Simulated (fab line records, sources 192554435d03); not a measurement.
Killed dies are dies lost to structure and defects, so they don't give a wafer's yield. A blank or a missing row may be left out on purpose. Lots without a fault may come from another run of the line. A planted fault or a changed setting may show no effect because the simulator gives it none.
Which tool did it? | flow n5_finfet | 10 lots, 30 wafers sampled, at 5 steps of a route of 1938

WHAT THE GAUGES READ, wafer by wafer
N5_BEOL_M4_OCD_MEAS_38. Usual: trench_depth_nm 55.1 nm, standard deviation 1.
lot  | measured     | on     | trench_depth_nm (nm) | flag
L296 | day 7 21:11  | ocd-02 | 56.3 54.3 56.2       |
L300 | day 8 23:23  | ocd-02 | 54.9 54.9 54.2       |
L303 | day 11 09:59 | ocd-02 | 53.8 54.0 55.0       |
L305 | day 11 17:01 | ocd-01 | 54.0 56.5 54.4       |
L310 | day 12 18:23 | ocd-01 | 54.6 55.5 57.1       |
L309 | day 12 19:49 | ocd-01 | 55.2 55.6 56.2       |
L312 | day 12 23:16 | ocd-02 | 54.8 54.0 57.1       |
L315 | day 13 03:07 | ocd-01 | 55.1 54.3 55.4       |
L311 | day 13 10:23 | ocd-02 | 54.4 54.9 52.9       |
L317 | day 13 19:55 | ocd-01 | 54.7 56.1 54.4       |

N5_BEOL_M4_RC_MEAS_101. Usual: DIBL_N 36.3 mV/V, standard deviation 2; DIBL_P 36.3 mV/V, standard deviation 2.4; IOFF_N 0.16 nA/um, standard deviation 0.034; IOFF_P 0.21 nA/um, standard deviation 0.035; ION_N 672 uA/um, standard deviation 12; ION_P 459 uA/um, standard deviation 6.5; SS_N 71.6 mV/dec, standard deviation 0.67; SS_P 73.3 mV/dec, standard deviation 0.71; VT_N 250 mV, standard deviation 3.5; VT_P -251 mV, standard deviation 3.
lot  | measured     | on        | DIBL_N (mV/V)  | DIBL_P (mV/V)  | IOFF_N (nA/um) | IOFF_P (nA/um) | ION_N (uA/um) | ION_P (uA/um) | SS_N (mV/dec)  | SS_P (mV/dec)  | VT_N (mV)   | VT_P (mV)      | flag
L296 | day 8 03:04  | prober-01 | 35.5 35.7 34.9 | 35.7 35.9 34.7 | 0.15 0.15 0.13 | 0.20 0.21 0.19 | 662 661 655   | 458 459 450   | 71.6 71.4 71.9 | 73.3 72.8 72.6 | 250 254 251 | -251 -251 -251 |
L300 | day 9 05:11  | prober-02 | 35.9 39.3 35.9 | 34.6 38.7 34.3 | 0.14 0.22 0.15 | 0.17 0.23 0.16 | 657 689 672   | 444 463 452   | 71.6 73.1 72.0 | 73.7 74.5 73.3 | 255 247 251 | -256 -251 -256 |
L303 | day 11 13:41 | prober-02 | 36.3 34.7 33.9 | 35.8 33.7 32.3 | 0.16 0.13 0.11 | 0.24 0.20 0.17 | 670 658 627   | 465 463 450   | 72.2 71.6 72.0 | 72.4 72.2 72.4 | 252 251 259 | -246 -250 -250 |
L305 | day 11 21:26 | prober-02 | 38.4 37.1 35.5 | 39.9 37.6 36.4 | 0.19 0.17 0.14 | 0.26 0.24 0.20 | 689 673 669   | 467 465 459   | 71.9 71.4 70.8 | 74.1 73.6 73.8 | 247 251 251 | -250 -246 -249 |
L310 | day 12 22:51 | prober-01 | 33.0 36.1 35.6 | 33.7 36.9 36.2 | 0.12 0.17 0.15 | 0.18 0.23 0.22 | 658 656 669   | 457 454 455   | 71.0 71.5 71.2 | 72.3 73.2 73.1 | 253 250 250 | -250 -248 -251 |
L309 | day 13 00:21 | prober-01 | 40.2 37.9 37.9 | 39.4 37.2 36.3 | 0.22 0.17 0.16 | 0.27 0.22 0.21 | 683 667 667   | 469 463 457   | 72.0 71.9 71.3 | 74.3 74.1 74.1 | 245 249 251 | -246 -249 -251 |
L312 | day 13 05:17 | prober-02 | 39.6 39.0 37.7 | 39.7 39.1 38.0 | 0.21 0.19 0.17 | 0.25 0.24 0.22 | 684 676 674   | 467 463 470   | 72.5 72.7 72.5 | 73.8 73.7 73.3 | 244 249 251 | -249 -249 -251 |
L315 | day 13 08:12 | prober-02 | 36.1 35.3 33.6 | 35.6 35.6 32.8 | 0.18 0.17 0.13 | 0.19 0.19 0.15 | 695 681 672   | 465 459 451   | 71.7 71.2 71.2 | 73.0 72.9 72.8 | 246 247 252 | -253 -252 -256 |
L311 | day 13 14:58 | prober-02 | 36.1 36.9 36.7 | 37.3 37.7 38.0 | 0.15 0.16 0.16 | 0.22 0.22 0.22 | 661 669 684   | 462 469 474   | 71.3 70.7 72.0 | 73.1 72.8 73.5 | 249 249 249 | -248 -245 -248 |
L317 | day 14 01:46 | prober-02 | 36.8 33.8 34.3 | 36.2 32.4 33.0 | 0.16 0.12 0.13 | 0.20 0.15 0.16 | 676 666 672   | 458 460 459   | 71.6 70.9 70.7 | 74.0 72.0 72.4 | 251 255 253 | -249 -256 -252 |

WHICH TOOL RAN EACH LOT (tool, then ch and the chambers of the sampled wafers, then the start)
lot  | N5_BEOL_M4_ANNEAL_49         | N5_BEOL_M4_SPUTTER_79        | N5_BEOL_M4_SPUTTER_90
L296 | pvd_sputter-03, day 7 23:58  | pvd_sputter-03, day 8 00:07  | pvd_sputter-03, day 8 00:59
L300 | pvd_sputter-03, day 9 02:24  | pvd_sputter-03, day 9 02:32  | pvd_sputter-03, day 9 03:25
L303 | pvd_sputter-02, day 11 10:55 | pvd_sputter-02, day 11 11:04 | pvd_sputter-02, day 11 11:56
L305 | pvd_sputter-01, day 11 18:20 | pvd_sputter-01, day 11 18:28 | pvd_sputter-01, day 11 19:21
L310 | pvd_sputter-03, day 12 19:36 | pvd_sputter-03, day 12 19:44 | pvd_sputter-03, day 12 20:37
L309 | pvd_sputter-02, day 12 21:22 | pvd_sputter-02, day 12 21:32 | pvd_sputter-02, day 12 22:26
L312 | pvd_sputter-01, day 13 02:23 | pvd_sputter-01, day 13 02:32 | pvd_sputter-01, day 13 03:25
L315 | pvd_sputter-01, day 13 05:20 | pvd_sputter-01, day 13 05:28 | pvd_sputter-01, day 13 06:21
L311 | pvd_sputter-02, day 13 12:02 | pvd_sputter-02, day 13 12:11 | pvd_sputter-02, day 13 13:08
L317 | pvd_sputter-03, day 13 22:50 | pvd_sputter-03, day 13 22:58 | pvd_sputter-03, day 13 23:51
- N5_BEOL_M4_ANNEAL_49: time 240 s.
- N5_BEOL_M4_SPUTTER_79: material Cu, target thk 4.5 nm, time 8.29 s.
- N5_BEOL_M4_SPUTTER_90: material Cu, target thk 4.5 nm, time 8.29 s.

WHAT THE TOOLS THEMSELVES READ (means of the sampled wafers that have a number; where no wafer has one, the mark that the record gives instead)
N5_BEOL_M4_ANNEAL_49. Usual: heater_power_w 836 W, standard deviation 80.
lot  | tool           | heater_power_w (W) | flag
L296 | pvd_sputter-03 | 789                |
L300 | pvd_sputter-03 | 858                |
L303 | pvd_sputter-02 | 834                |
L305 | pvd_sputter-01 | 879                |
L310 | pvd_sputter-03 | 861                |
L309 | pvd_sputter-02 | 901                |
L312 | pvd_sputter-01 | 826                |
L315 | pvd_sputter-01 | 794                |
L311 | pvd_sputter-02 | 880                |
L317 | pvd_sputter-03 | 833                |

N5_BEOL_M4_SPUTTER_79. Usual: chamber_pressure_pa 0.06999 Pa, standard deviation 0.00014; chuck_gas_flow_sccm 1.26 sccm, standard deviation 0.055; throttle_valve_pct 30.2 %, standard deviation 1.
lot  | tool           | chamber_pressure_pa (Pa) | chuck_gas_flow_sccm (sccm) | throttle_valve_pct (%) | flag
L296 | pvd_sputter-03 | 0.07000                  | 1.25                       | 29.1                   |
L300 | pvd_sputter-03 | 0.06987                  | 1.22                       | 30.3                   |
L303 | pvd_sputter-02 | 0.07001                  | 1.32                       | 29.8                   |
L305 | pvd_sputter-01 | 0.07001                  | 1.29                       | 30.5                   |
L310 | pvd_sputter-03 | -                        | -                          | -                      | OFF
L309 | pvd_sputter-02 | -                        | -                          | -                      | OFF
L312 | pvd_sputter-01 | -                        | -                          | -                      | OFF
L315 | pvd_sputter-01 | 0.07006                  | 1.22                       | 30.6                   |
L311 | pvd_sputter-02 | 0.07000                  | 1.23                       | 30.7                   |
L317 | pvd_sputter-03 | 0.07003                  | 1.33                       | 30.7                   |

N5_BEOL_M4_SPUTTER_90. Usual: chamber_pressure_pa 0.07003 Pa, standard deviation 0.00014; chuck_gas_flow_sccm 1.25 sccm, standard deviation 0.047; throttle_valve_pct 30.2 %, standard deviation 0.99.
lot  | tool           | chamber_pressure_pa (Pa) | chuck_gas_flow_sccm (sccm) | throttle_valve_pct (%) | flag
L296 | pvd_sputter-03 | 0.06984                  | 1.21                       | 29.2                   |
L300 | pvd_sputter-03 | 0.06999                  | 1.25                       | 30.1                   |
L303 | pvd_sputter-02 | 0.07012                  | 1.27                       | 29.9                   |
L305 | pvd_sputter-01 | 0.07011                  | 1.24                       | 30.5                   |
L310 | pvd_sputter-03 | 0.07018                  | 1.34                       | 29.4                   |
L309 | pvd_sputter-02 | 0.06978                  | 1.23                       | 30.7                   |
L312 | pvd_sputter-01 | 0.07001                  | 1.25                       | 29.9                   |
L315 | pvd_sputter-01 | 0.07012                  | 1.26                       | 30.5                   |
L311 | pvd_sputter-02 | 0.07019                  | 1.28                       | 30.6                   |
L317 | pvd_sputter-03 | 0.06997                  | 1.24                       | 30.5                   |

THE ANSWER, worked out from the rows above alone
Rule: a lot is off if the mean of its wafers that have a number lies more than 3 standard deviations from the usual mean. A lot without any number at a reading at which 4 lots or more have one is off too. The other lots that the step has rows for count as sound. The gauges are gone through in route order, then the tools' own readings, and for those a lot's mean is taken as printed above. The first step at which some lot is off is used, and at that step the reading that is off furthest; a lot without a number counts as furthest.
Off: L310, L309, L312, at N5_BEOL_M4_SPUTTER_79 (chamber_pressure_pa). Without a number there: L310, L309, L312.
A tool fits if, at that step or a process step before it, it ran every lot that is off, and no sound lot after the first of them. None of those tried fits.

WHAT THE SIMULATOR HAD PUT IN
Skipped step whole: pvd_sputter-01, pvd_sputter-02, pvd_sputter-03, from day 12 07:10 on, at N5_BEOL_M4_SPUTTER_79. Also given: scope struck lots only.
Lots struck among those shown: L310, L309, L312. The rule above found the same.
